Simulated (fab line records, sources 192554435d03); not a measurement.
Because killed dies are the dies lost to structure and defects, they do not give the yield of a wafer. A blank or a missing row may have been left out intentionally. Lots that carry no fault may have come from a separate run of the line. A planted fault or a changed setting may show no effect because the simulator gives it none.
Chamber matching | flow n5-finfet | 4 sister chambers for N5_BEOL_M15_DESCUM_15 on rie-diel-04
The step chemistry O2, time 7.9 s. 8 wafers are shown with their chamber, then 9 later ones without.

== WAFERS PAIRED WITH THEIR CHAMBERS ==
wafer  | chamber | drypump-motor-current-A (A) | throttle-valve-pct (%)
L075.6 | 1       | 5.93                        | 20.25
L077.1 | 1       | 5.92                        | 20.27
L078.5 | 2       | 5.74                        | 20.02
L084.2 | 0       | 5.70                        | 20.90
L084.6 | 0       | 5.71                        | 20.90
L091.1 | 2       | 5.77                        | 20.03
L091.4 | 3       | 5.48                        | 20.58
L091.5 | 3       | 5.49                        | 20.59

== WAFERS WHOSE CHAMBER IS MISSING ==
wafer  | drypump-motor-current-A (A) | throttle-valve-pct (%)
L095.1 | 5.94                        | 20.32
L095.2 | 5.77                        | 20.06
L095.3 | 5.51                        | 20.59
L095.4 | 5.77                        | 20.06
L095.5 | 5.49                        | 20.59
L095.6 | 5.92                        | 20.32
L097.2 | 5.49                        | 20.60
L097.3 | 5.80                        | 20.06
L097.6 | 5.91                        | 20.32

== THE CHAMBER EACH PASSED THROUGH ==
wafer  | from the rows above | in truth
L095.1 | 1                   | 1
L095.2 | 2                   | 2
L095.3 | 3                   | 3
L095.4 | 2                   | 2
L095.5 | 3                   | 3
L095.6 | 1                   | 1
L097.2 | 3                   | 3
L097.3 | 2                   | 2
L097.6 | 1                   | 1
Placed correctly: 9 of 9. Can't be placed from these rows: 0. Placed wrongly: 0.
How it was worked out, from the rows above alone: a wafer's distance from a chamber is the root of the sum, over the readings, of the square of ((its reading less the chamber's mean) divided by the reading's scatter). The wafer belongs to the nearest chamber; if the next one is less than 2 further off, it can't be placed. The mean given for a chamber averages the wafers shown for that chamber. The scatter is the square root of a quotient: the sum, over the shown wafers, of each reading's squared deviation from its chamber's mean, divided by wafers minus chambers.
